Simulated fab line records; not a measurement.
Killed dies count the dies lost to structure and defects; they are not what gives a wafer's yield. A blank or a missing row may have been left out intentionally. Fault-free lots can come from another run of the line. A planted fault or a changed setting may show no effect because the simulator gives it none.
Which tool did it? / flow nandHarc / 24 lots, 72 wafers sampled, at 6 steps of a route of 1159

## WHAT EACH GAUGE READ, for each wafer
NHARC_A_CONTACT_CD_MEAS_80. Usual: 189.5 nm for cdNm, sd 0.72.
lot=L074; measured=day 16 23:10; on=cdSem-02; cdNm (nm)=190.0 189.5 189.5; flag=
lot=L078; measured=day 17 03:34; on=cdSem-01; cdNm (nm)=190.4 190.6 190.3; flag=
lot=L075; measured=day 17 04:13; on=cdSem-02; cdNm (nm)=189.2 188.5 188.6; flag=
lot=L076; measured=day 17 10:01; on=cdSem-02; cdNm (nm)=189.7 189.1 189.5; flag=
lot=L079; measured=day 17 16:11; on=cdSem-03; cdNm (nm)=190.8 190.9 189.0; flag=
lot=L077; measured=day 17 22:27; on=cdSem-02; cdNm (nm)=188.2 188.6 188.8; flag=
lot=L082; measured=day 18 21:35; on=cdSem-02; cdNm (nm)=188.5 189.0 189.1; flag=
lot=L081; measured=day 18 21:41; on=cdSem-01; cdNm (nm)=189.5 190.2 190.6; flag=
lot=L080; measured=day 19 03:05; on=cdSem-02; cdNm (nm)=189.4 188.9 188.9; flag=
lot=L084; measured=day 19 10:10; on=cdSem-03; cdNm (nm)=188.4 188.9 189.1; flag=
lot=L085; measured=day 19 12:08; on=cdSem-01; cdNm (nm)=189.2 189.6 189.7; flag=
lot=L086; measured=day 19 13:50; on=cdSem-02; cdNm (nm)=190.1 190.1 189.3; flag=
lot=L083; measured=day 19 14:16; on=cdSem-02; cdNm (nm)=188.3 189.9 189.2; flag=
lot=L087; measured=day 19 18:17; on=cdSem-01; cdNm (nm)=190.4 190.1 189.5; flag=
lot=L088; measured=day 20 00:20; on=cdSem-01; cdNm (nm)=190.3 190.5 189.9; flag=
lot=L090; measured=day 20 01:26; on=cdSem-03; cdNm (nm)=189.1 188.9 189.0; flag=
lot=L089; measured=day 20 18:14; on=cdSem-02; cdNm (nm)=190.4 190.3 189.9; flag=
lot=L094; measured=day 20 23:37; on=cdSem-01; cdNm (nm)=189.3 189.0 190.0; flag=
lot=L091; measured=day 21 03:05; on=cdSem-03; cdNm (nm)=189.3 188.5 188.9; flag=
lot=L092; measured=day 21 09:13; on=cdSem-03; cdNm (nm)=189.7 190.9 189.7; flag=
lot=L093; measured=day 21 23:29; on=cdSem-02; cdNm (nm)=188.8 189.0 188.5; flag=
lot=L097; measured=day 22 15:43; on=cdSem-02; cdNm (nm)=189.7 189.6 189.0; flag=
lot=L095; measured=day 22 20:02; on=cdSem-02; cdNm (nm)=189.9 189.7 190.0; flag=
lot=L096; measured=day 22 21:48; on=cdSem-03; cdNm (nm)=189.6 188.5 189.4; flag=

NHARC_A_CONTACT_OVL_MEAS_09. Usual: overlayXNm 0.0 nm, standard deviation 0.9; overlayYNm -0.2 nm, standard deviation 0.8.
lot=L074; measured=day 17 04:04; on=overlay-02; overlayXNm (nm)=-1.1 -0.3 -0.7; overlayYNm (nm)=0.2 0.4 0.0; flag=
lot=L078; measured=day 17 08:54; on=overlay-01; overlayXNm (nm)=0.0 -0.2 -0.3; overlayYNm (nm)=-0.6 -0.2 -0.4; flag=
lot=L075; measured=day 17 10:14; on=overlay-01; overlayXNm (nm)=0.1 0.8 1.0; overlayYNm (nm)=-0.3 -0.9 -0.9; flag=
lot=L076; measured=day 17 14:06; on=overlay-01; overlayXNm (nm)=-0.7 -1.0 -0.8; overlayYNm (nm)=-0.1 0.1 0.1; flag=
lot=L079; measured=day 17 19:40; on=overlay-02; overlayXNm (nm)=1.2 0.8 0.9; overlayYNm (nm)=-1.1 -0.4 -0.5; flag=
lot=L077; measured=day 18 01:41; on=overlay-01; overlayXNm (nm)=1.0 1.8 1.2; overlayYNm (nm)=-0.1 -0.9 -0.4; flag=
lot=L082; measured=day 19 02:38; on=overlay-01; overlayXNm (nm)=-0.8 -0.4 -0.8; overlayYNm (nm)=0.5 0.2 0.7; flag=
lot=L081; measured=day 19 03:49; on=overlay-02; overlayXNm (nm)=0.6 1.2 1.2; overlayYNm (nm)=1.1 2.2 1.7; flag=
lot=L080; measured=day 19 06:56; on=overlay-02; overlayXNm (nm)=0.9 1.3 1.5; overlayYNm (nm)=-0.5 -0.5 -1.0; flag=
lot=L084; measured=day 19 13:56; on=overlay-02; overlayXNm (nm)=0.7 0.0 1.0; overlayYNm (nm)=-0.7 -1.1 -0.3; flag=
lot=L085; measured=day 19 15:12; on=overlay-01; overlayXNm (nm)=-1.1 -1.0 -1.0; overlayYNm (nm)=-1.0 -1.3 -1.3; flag=
lot=L086; measured=day 19 17:43; on=overlay-01; overlayXNm (nm)=-1.3 -1.4 -0.5; overlayYNm (nm)=0.3 0.3 0.5; flag=
lot=L083; measured=day 19 18:17; on=overlay-01; overlayXNm (nm)=-1.1 -1.2 -0.7; overlayYNm (nm)=0.4 0.5 0.0; flag=
lot=L087; measured=day 19 21:18; on=overlay-01; overlayXNm (nm)=0.5 0.4 0.6; overlayYNm (nm)=0.2 -0.2 0.1; flag=
lot=L088; measured=day 20 04:34; on=overlay-02; overlayXNm (nm)=1.4 1.5 2.2; overlayYNm (nm)=0.4 0.7 0.1; flag=
lot=L090; measured=day 20 05:48; on=overlay-02; overlayXNm (nm)=-1.4 -1.1 -0.8; overlayYNm (nm)=-0.9 -0.7 -0.7; flag=
lot=L089; measured=day 20 21:29; on=overlay-01; overlayXNm (nm)=-1.0 -0.9 -0.2; overlayYNm (nm)=0.9 0.3 0.8; flag=
lot=L094; measured=day 21 06:44; on=overlay-01; overlayXNm (nm)=0.1 -0.1 0.3; overlayYNm (nm)=-1.0 -1.6 -1.0; flag=
lot=L091; measured=day 21 09:46; on=overlay-01; overlayXNm (nm)=0.4 1.0 1.4; overlayYNm (nm)=-0.5 -0.2 -0.8; flag=
lot=L092; measured=day 21 13:44; on=overlay-01; overlayXNm (nm)=-1.1 -0.5 -0.7; overlayYNm (nm)=0.1 0.7 -0.1; flag=
lot=L093; measured=day 22 02:22; on=overlay-01; overlayXNm (nm)=0.6 0.1 0.7; overlayYNm (nm)=0.8 1.0 1.2; flag=
lot=L097; measured=day 22 19:20; on=overlay-02; overlayXNm (nm)=-0.5 -0.2 -0.5; overlayYNm (nm)=-0.5 0.3 -0.1; flag=
lot=L095; measured=day 23 00:23; on=overlay-02; overlayXNm (nm)=0.4 0.5 0.6; overlayYNm (nm)=-0.6 -0.7 -0.8; flag=
lot=L096; measured=day 23 03:01; on=overlay-01; overlayXNm (nm)=-0.4 -0.6 -0.5; overlayYNm (nm)=-1.2 -1.1 -1.0; flag=

## TOOL THAT RAN EACH LOT (tool first, then ch and the chambers of the sampled wafers, then the start)
lot=L074; NHARC_A_CONTACT_DEP_24=pecvd-02 ch 0,1,2, day 16 07:16; NHARC_A_CONTACT_ETCH_48=rieDiel-13 ch 2,3, day 16 11:16; NHARC_A_CONTACT_ETCH_117=harCapEtch-02 ch 0,1, day 16 13:41; NHARC_A_CONTACT_ETCH_126=harCapEtch-01 ch 0, day 16 21:23
lot=L078; NHARC_A_CONTACT_DEP_24=pecvd-02 ch 0,1,2, day 16 11:39; NHARC_A_CONTACT_ETCH_48=rieDiel-03 ch 0,1, day 16 16:33; NHARC_A_CONTACT_ETCH_117=harCapEtch-02 ch 0,1, day 16 18:28; NHARC_A_CONTACT_ETCH_126=harCapEtch-03 ch 0,1, day 17 01:26
lot=L075; NHARC_A_CONTACT_DEP_24=pecvd-04 ch 0,1,2, day 16 11:55; NHARC_A_CONTACT_ETCH_48=rieDiel-03 ch 2,3, day 16 17:03; NHARC_A_CONTACT_ETCH_117=harCapEtch-03 ch 0,1, day 16 19:31; NHARC_A_CONTACT_ETCH_126=harCapEtch-01 ch 0,1, day 17 02:28
lot=L076; NHARC_A_CONTACT_DEP_24=pecvd-03 ch 0,1,2, day 16 16:19; NHARC_A_CONTACT_ETCH_48=rieDiel-08 ch 0,1,3, day 16 20:49; NHARC_A_CONTACT_ETCH_117=harCapEtch-02 ch 0, day 17 00:04; NHARC_A_CONTACT_ETCH_126=harCapEtch-02 ch 0,1, day 17 08:11
lot=L079; NHARC_A_CONTACT_DEP_24=pecvd-02 ch 0,2, day 16 22:12; NHARC_A_CONTACT_ETCH_48=rieDiel-03 ch 1,2,3, day 17 05:05; NHARC_A_CONTACT_ETCH_117=harCapEtch-01 ch 0,1, day 17 06:55; NHARC_A_CONTACT_ETCH_126=harCapEtch-03 ch 0,1, day 17 13:59
lot=L077; NHARC_A_CONTACT_DEP_24=pecvd-02 ch 1,2, day 17 04:24; NHARC_A_CONTACT_ETCH_48=rieDiel-08 ch 1,2,3, day 17 10:51; NHARC_A_CONTACT_ETCH_117=harCapEtch-02 ch 0,1, day 17 12:56; NHARC_A_CONTACT_ETCH_126=harCapEtch-02 ch 0,1, day 17 20:19
lot=L082; NHARC_A_CONTACT_DEP_24=pecvd-02 ch 0,1,2, day 18 06:08; NHARC_A_CONTACT_ETCH_48=rieDiel-03 ch 0,2,3, day 18 10:04; NHARC_A_CONTACT_ETCH_117=harCapEtch-03 ch 0,1, day 18 11:55; NHARC_A_CONTACT_ETCH_126=harCapEtch-03 ch 0,1, day 18 19:48
lot=L081; NHARC_A_CONTACT_DEP_24=pecvd-04 ch 0,1, day 18 06:18; NHARC_A_CONTACT_ETCH_48=rieDiel-13 ch 1,2,3, day 18 10:12; NHARC_A_CONTACT_ETCH_117=harCapEtch-02 ch 1, day 18 12:02; NHARC_A_CONTACT_ETCH_126=harCapEtch-02 ch 0,1, day 18 19:56
lot=L080; NHARC_A_CONTACT_DEP_24=pecvd-03 ch 0,1,2, day 18 10:34; NHARC_A_CONTACT_ETCH_48=rieDiel-03 ch 1,2,3, day 18 14:50; NHARC_A_CONTACT_ETCH_117=harCapEtch-01 ch 0,1, day 18 16:39; NHARC_A_CONTACT_ETCH_126=harCapEtch-03 ch 0,1, day 19 01:14
lot=L084; NHARC_A_CONTACT_DEP_24=pecvd-04 ch 1,2, day 18 16:09; NHARC_A_CONTACT_ETCH_48=rieDiel-08 ch 0,3, day 18 21:37; NHARC_A_CONTACT_ETCH_117=harCapEtch-01 ch 0,1, day 18 23:27; NHARC_A_CONTACT_ETCH_126=harCapEtch-03 ch 0,1, day 19 08:23
lot=L085; NHARC_A_CONTACT_DEP_24=pecvd-03 ch 0,1,2, day 18 17:42; NHARC_A_CONTACT_ETCH_48=rieDiel-03 ch 0,1,3, day 18 23:59; NHARC_A_CONTACT_ETCH_117=harCapEtch-02 ch 0,1, day 19 02:04; NHARC_A_CONTACT_ETCH_126=harCapEtch-02 ch 0,1, day 19 10:22
lot=L086; NHARC_A_CONTACT_DEP_24=pecvd-04 ch 0,1,2, day 18 20:51; NHARC_A_CONTACT_ETCH_48=rieDiel-03 ch 0,2, day 19 02:53; NHARC_A_CONTACT_ETCH_117=harCapEtch-03 ch 0,1, day 19 04:41; NHARC_A_CONTACT_ETCH_126=harCapEtch-03 ch 0,1, day 19 12:02
lot=L083; NHARC_A_CONTACT_DEP_24=pecvd-02 ch 0,1, day 18 21:56; NHARC_A_CONTACT_ETCH_48=rieDiel-13 ch 1,3, day 19 03:59; NHARC_A_CONTACT_ETCH_117=harCapEtch-01 ch 1, day 19 05:49; NHARC_A_CONTACT_ETCH_126=harCapEtch-01 ch 0,1, day 19 12:31
lot=L087; NHARC_A_CONTACT_DEP_24=pecvd-04 ch 0,1, day 19 02:19; NHARC_A_CONTACT_ETCH_48=rieDiel-08 ch 1,2, day 19 07:55; NHARC_A_CONTACT_ETCH_117=harCapEtch-01 ch 0,1, day 19 09:44; NHARC_A_CONTACT_ETCH_126=harCapEtch-02 ch 0,1, day 19 16:32
lot=L088; NHARC_A_CONTACT_DEP_24=pecvd-03 ch 0,1, day 19 08:50; NHARC_A_CONTACT_ETCH_48=rieDiel-03 ch 2,3, day 19 12:47; NHARC_A_CONTACT_ETCH_117=harCapEtch-02 ch 0,1, day 19 15:07; NHARC_A_CONTACT_ETCH_126=harCapEtch-02 ch 0,1, day 19 22:16
lot=L090; NHARC_A_CONTACT_DEP_24=pecvd-02 ch 1,2, day 19 09:07; NHARC_A_CONTACT_ETCH_48=rieDiel-03 ch 1,2,3, day 19 13:12; NHARC_A_CONTACT_ETCH_117=harCapEtch-03 ch 0,1, day 19 15:44; NHARC_A_CONTACT_ETCH_126=harCapEtch-01 ch 0,1, day 19 23:11
lot=L089; NHARC_A_CONTACT_DEP_24=pecvd-04 ch 0,1,2, day 20 01:49; NHARC_A_CONTACT_ETCH_48=rieDiel-08 ch 0,1,3, day 20 06:43; NHARC_A_CONTACT_ETCH_117=harCapEtch-01 ch 0,1, day 20 08:51; NHARC_A_CONTACT_ETCH_126=harCapEtch-02 ch 0,1, day 20 16:26
lot=L094; NHARC_A_CONTACT_DEP_24=pecvd-04 ch 0,1,2, day 20 09:41; NHARC_A_CONTACT_ETCH_48=rieDiel-03 ch 0,2, day 20 13:31; NHARC_A_CONTACT_ETCH_117=harCapEtch-03 ch 0, day 20 15:22; NHARC_A_CONTACT_ETCH_126=harCapEtch-02 ch 0, day 20 21:50
lot=L091; NHARC_A_CONTACT_DEP_24=pecvd-02 ch 0,1, day 20 12:44; NHARC_A_CONTACT_ETCH_48=rieDiel-03 ch 1,2, day 20 17:10; NHARC_A_CONTACT_ETCH_117=harCapEtch-01 ch 0, day 20 18:59; NHARC_A_CONTACT_ETCH_126=harCapEtch-03 ch 0,1, day 21 01:19
lot=L092; NHARC_A_CONTACT_DEP_24=pecvd-04 ch 0,1, day 20 14:03; NHARC_A_CONTACT_ETCH_48=rieDiel-03 ch 0,1, day 20 19:53; NHARC_A_CONTACT_ETCH_117=harCapEtch-03 ch 0,1, day 20 21:46; NHARC_A_CONTACT_ETCH_126=harCapEtch-02 ch 0,1, day 21 07:30
lot=L093; NHARC_A_CONTACT_DEP_24=pecvd-02 ch 0,1, day 21 08:40; NHARC_A_CONTACT_ETCH_48=rieDiel-13 ch 0,2,3, day 21 13:11; NHARC_A_CONTACT_ETCH_117=harCapEtch-02 ch 0,1, day 21 15:02; NHARC_A_CONTACT_ETCH_126=harCapEtch-03 ch 0,1, day 21 21:44
lot=L097; NHARC_A_CONTACT_DEP_24=pecvd-03 ch 0,1, day 22 00:16; NHARC_A_CONTACT_ETCH_48=rieDiel-03 ch 0,1,2, day 22 04:05; NHARC_A_CONTACT_ETCH_117=harCapEtch-02 ch 0,1, day 22 06:08; NHARC_A_CONTACT_ETCH_126=harCapEtch-02 ch 0,1, day 22 13:55
lot=L095; NHARC_A_CONTACT_DEP_24=pecvd-03 ch 0,1,2, day 22 04:35; NHARC_A_CONTACT_ETCH_48=rieDiel-03 ch 1,3, day 22 09:26; NHARC_A_CONTACT_ETCH_117=harCapEtch-03 ch 0,1, day 22 11:18; NHARC_A_CONTACT_ETCH_126=harCapEtch-01 ch 1, day 22 18:06
lot=L096; NHARC_A_CONTACT_DEP_24=pecvd-02 ch 0,1,2, day 22 04:56; NHARC_A_CONTACT_ETCH_48=rieDiel-03 ch 1,2,3, day 22 10:24; NHARC_A_CONTACT_ETCH_117=harCapEtch-01 ch 0,1, day 22 12:32; NHARC_A_CONTACT_ETCH_126=harCapEtch-03 ch 0,1, day 22 19:56
- NHARC_A_CONTACT_DEP_24: deposits SiO2, target thk 500 nm.
- NHARC_A_CONTACT_ETCH_48: etches the open film in CF4, target depth 39 nm, time 65 s.
- NHARC_A_CONTACT_ETCH_117: etches the open film in C4F8/O2/Ar, time 94 s, target depth 922 nm.
- NHARC_A_CONTACT_ETCH_126: etches the open film in C4F8/O2/Ar, time 155 s, target depth 956 nm.

## WHAT THE TOOLS THEMSELVES READ (means of the sampled wafers that have a number; where no wafer has one, the mark that the record gives instead)
NHARC_A_CONTACT_DEP_24. Usual: heaterPowerW 587 W, standard deviation 110; mfcPrecursorSccm 161.4 sccm, standard deviation 0.46; throttleValvePct 15.9 %, standard deviation 0.36.
lot=L074; tool=pecvd-02; heaterPowerW (W)=592; mfcPrecursorSccm (sccm)=161.2; throttleValvePct (%)=16.2; flag=
lot=L078; tool=pecvd-02; heaterPowerW (W)=581; mfcPrecursorSccm (sccm)=161.4; throttleValvePct (%)=16.0; flag=
lot=L075; tool=pecvd-04; heaterPowerW (W)=566; mfcPrecursorSccm (sccm)=161.5; throttleValvePct (%)=15.9; flag=
lot=L076; tool=pecvd-03; heaterPowerW (W)=538; mfcPrecursorSccm (sccm)=161.5; throttleValvePct (%)=15.8; flag=
lot=L079; tool=pecvd-02; heaterPowerW (W)=582; mfcPrecursorSccm (sccm)=161.5; throttleValvePct (%)=16.2; flag=
lot=L077; tool=pecvd-02; heaterPowerW (W)=597; mfcPrecursorSccm (sccm)=161.5; throttleValvePct (%)=16.1; flag=
lot=L082; tool=pecvd-02; heaterPowerW (W)=563; mfcPrecursorSccm (sccm)=161.5; throttleValvePct (%)=16.2; flag=
lot=L081; tool=pecvd-04; heaterPowerW (W)=706; mfcPrecursorSccm (sccm)=161.4; throttleValvePct (%)=15.5; flag=
lot=L080; tool=pecvd-03; heaterPowerW (W)=559; mfcPrecursorSccm (sccm)=161.5; throttleValvePct (%)=15.7; flag=
lot=L084; tool=pecvd-04; heaterPowerW (W)=519; mfcPrecursorSccm (sccm)=161.5; throttleValvePct (%)=15.7; flag=
lot=L085; tool=pecvd-03; heaterPowerW (W)=562; mfcPrecursorSccm (sccm)=161.7; throttleValvePct (%)=15.9; flag=
lot=L086; tool=pecvd-04; heaterPowerW (W)=592; mfcPrecursorSccm (sccm)=161.6; throttleValvePct (%)=15.7; flag=
lot=L083; tool=pecvd-02; heaterPowerW (W)=583; mfcPrecursorSccm (sccm)=161.5; throttleValvePct (%)=16.4; flag=
lot=L087; tool=pecvd-04; heaterPowerW (W)=699; mfcPrecursorSccm (sccm)=161.3; throttleValvePct (%)=15.6; flag=
lot=L088; tool=pecvd-03; heaterPowerW (W)=570; mfcPrecursorSccm (sccm)=161.3; throttleValvePct (%)=15.6; flag=
lot=L090; tool=pecvd-02; heaterPowerW (W)=584; mfcPrecursorSccm (sccm)=161.0; throttleValvePct (%)=16.3; flag=
lot=L089; tool=pecvd-04; heaterPowerW (W)=571; mfcPrecursorSccm (sccm)=161.4; throttleValvePct (%)=15.7; flag=
lot=L094; tool=pecvd-04; heaterPowerW (W)=577; mfcPrecursorSccm (sccm)=161.7; throttleValvePct (%)=15.6; flag=
lot=L091; tool=pecvd-02; heaterPowerW (W)=590; mfcPrecursorSccm (sccm)=161.6; throttleValvePct (%)=16.2; flag=
lot=L092; tool=pecvd-04; heaterPowerW (W)=685; mfcPrecursorSccm (sccm)=161.4; throttleValvePct (%)=15.6; flag=
lot=L093; tool=pecvd-02; heaterPowerW (W)=651; mfcPrecursorSccm (sccm)=161.3; throttleValvePct (%)=16.5; flag=
lot=L097; tool=pecvd-03; heaterPowerW (W)=476; mfcPrecursorSccm (sccm)=161.2; throttleValvePct (%)=15.4; flag=
lot=L095; tool=pecvd-03; heaterPowerW (W)=557; mfcPrecursorSccm (sccm)=162.0; throttleValvePct (%)=15.6; flag=
lot=L096; tool=pecvd-02; heaterPowerW (W)=610; mfcPrecursorSccm (sccm)=161.5; throttleValvePct (%)=16.3; flag=

NHARC_A_CONTACT_ETCH_48. Usual: drypumpMotorCurrentA 5.8 A, standard deviation 0.44; oesProductAu 0.998 a.u., standard deviation 0.012; rfVppV 151.0 V, standard deviation 1.3; showerheadPlenumPTorr 1.74 Torr, standard deviation 0.08; throttleValvePct 13.283 %, standard deviation 0.0091.
lot=L074; tool=rieDiel-13; drypumpMotorCurrentA (A)=5.7; oesProductAu (a.u.)=0.984; rfVppV (V)=152.3; showerheadPlenumPTorr (Torr)=1.83; throttleValvePct (%)=13.277; flag=
lot=L078; tool=rieDiel-03; drypumpMotorCurrentA (A)=5.5; oesProductAu (a.u.)=0.989; rfVppV (V)=152.6; showerheadPlenumPTorr (Torr)=1.83; throttleValvePct (%)=13.283; flag=
lot=L075; tool=rieDiel-03; drypumpMotorCurrentA (A)=6.0; oesProductAu (a.u.)=0.998; rfVppV (V)=151.1; showerheadPlenumPTorr (Torr)=1.75; throttleValvePct (%)=13.274; flag=
lot=L076; tool=rieDiel-08; drypumpMotorCurrentA (A)=5.6; oesProductAu (a.u.)=1.007; rfVppV (V)=149.6; showerheadPlenumPTorr (Torr)=1.66; throttleValvePct (%)=13.284; flag=
lot=L079; tool=rieDiel-03; drypumpMotorCurrentA (A)=5.9; oesProductAu (a.u.)=1.000; rfVppV (V)=150.7; showerheadPlenumPTorr (Torr)=1.78; throttleValvePct (%)=13.283; flag=
lot=L077; tool=rieDiel-08; drypumpMotorCurrentA (A)=5.4; oesProductAu (a.u.)=1.013; rfVppV (V)=149.5; showerheadPlenumPTorr (Torr)=1.66; throttleValvePct (%)=13.282; flag=
lot=L082; tool=rieDiel-03; drypumpMotorCurrentA (A)=6.1; oesProductAu (a.u.)=0.998; rfVppV (V)=150.6; showerheadPlenumPTorr (Torr)=1.73; throttleValvePct (%)=13.280; flag=
lot=L081; tool=rieDiel-13; drypumpMotorCurrentA (A)=5.7; oesProductAu (a.u.)=0.988; rfVppV (V)=152.0; showerheadPlenumPTorr (Torr)=1.77; throttleValvePct (%)=13.284; flag=
lot=L080; tool=rieDiel-03; drypumpMotorCurrentA (A)=5.9; oesProductAu (a.u.)=0.991; rfVppV (V)=150.6; showerheadPlenumPTorr (Torr)=1.78; throttleValvePct (%)=13.292; flag=
lot=L084; tool=rieDiel-08; drypumpMotorCurrentA (A)=5.4; oesProductAu (a.u.)=1.004; rfVppV (V)=150.2; showerheadPlenumPTorr (Torr)=1.67; throttleValvePct (%)=13.284; flag=
lot=L085; tool=rieDiel-03; drypumpMotorCurrentA (A)=5.9; oesProductAu (a.u.)=1.002; rfVppV (V)=151.4; showerheadPlenumPTorr (Torr)=1.76; throttleValvePct (%)=13.286; flag=
lot=L086; tool=rieDiel-03; drypumpMotorCurrentA (A)=5.8; oesProductAu (a.u.)=0.995; rfVppV (V)=150.1; showerheadPlenumPTorr (Torr)=1.74; throttleValvePct (%)=13.277; flag=
lot=L083; tool=rieDiel-13; drypumpMotorCurrentA (A)=6.1; oesProductAu (a.u.)=0.992; rfVppV (V)=151.7; showerheadPlenumPTorr (Torr)=1.82; throttleValvePct (%)=13.286; flag=
lot=L087; tool=rieDiel-08; drypumpMotorCurrentA (A)=5.3; oesProductAu (a.u.)=0.992; rfVppV (V)=149.7; showerheadPlenumPTorr (Torr)=1.66; throttleValvePct (%)=13.278; flag=
lot=L088; tool=rieDiel-03; drypumpMotorCurrentA (A)=6.3; oesProductAu (a.u.)=1.007; rfVppV (V)=150.7; showerheadPlenumPTorr (Torr)=1.71; throttleValvePct (%)=13.272; flag=
lot=L090; tool=rieDiel-03; drypumpMotorCurrentA (A)=5.9; oesProductAu (a.u.)=0.999; rfVppV (V)=152.1; showerheadPlenumPTorr (Torr)=1.78; throttleValvePct (%)=13.283; flag=
lot=L089; tool=rieDiel-08; drypumpMotorCurrentA (A)=5.6; oesProductAu (a.u.)=1.007; rfVppV (V)=149.9; showerheadPlenumPTorr (Torr)=1.66; throttleValvePct (%)=13.285; flag=
lot=L094; tool=rieDiel-03; drypumpMotorCurrentA (A)=5.9; oesProductAu (a.u.)=0.993; rfVppV (V)=151.2; showerheadPlenumPTorr (Torr)=1.74; throttleValvePct (%)=13.281; flag=
lot=L091; tool=rieDiel-03; drypumpMotorCurrentA (A)=5.5; oesProductAu (a.u.)=1.001; rfVppV (V)=152.2; showerheadPlenumPTorr (Torr)=1.84; throttleValvePct (%)=13.290; flag=
lot=L092; tool=rieDiel-03; drypumpMotorCurrentA (A)=5.5; oesProductAu (a.u.)=1.006; rfVppV (V)=151.8; showerheadPlenumPTorr (Torr)=1.83; throttleValvePct (%)=13.286; flag=
lot=L093; tool=rieDiel-13; drypumpMotorCurrentA (A)=5.8; oesProductAu (a.u.)=0.981; rfVppV (V)=151.2; showerheadPlenumPTorr (Torr)=1.75; throttleValvePct (%)=13.290; flag=
lot=L097; tool=rieDiel-03; drypumpMotorCurrentA (A)=5.7; oesProductAu (a.u.)=1.008; rfVppV (V)=151.4; showerheadPlenumPTorr (Torr)=1.79; throttleValvePct (%)=13.282; flag=
lot=L095; tool=rieDiel-03; drypumpMotorCurrentA (A)=6.1; oesProductAu (a.u.)=1.007; rfVppV (V)=151.3; showerheadPlenumPTorr (Torr)=1.74; throttleValvePct (%)=13.281; flag=
lot=L096; tool=rieDiel-03; drypumpMotorCurrentA (A)=5.9; oesProductAu (a.u.)=1.005; rfVppV (V)=151.5; showerheadPlenumPTorr (Torr)=1.77; throttleValvePct (%)=13.284; flag=

## THE ANSWER, worked out from the rows above alone
Rule: take the mean of a lot's wafers that have a number; if it is more than 3 standard deviations from the usual mean, the lot is off. A lot without any number at a reading at which 4 lots or more have one is off too. Where the step has rows for the other lots, those lots are counted as sound. First the gauges in route order, then the tools' own readings, where a lot's mean is used as printed above. The first step at which some lot is off is used, and at that step the reading that is off furthest; a lot without a number counts as furthest.
Across all readings shown, no lot is off: no conclusion can be drawn from this.

## WHAT THE SIMULATOR HAD PUT IN
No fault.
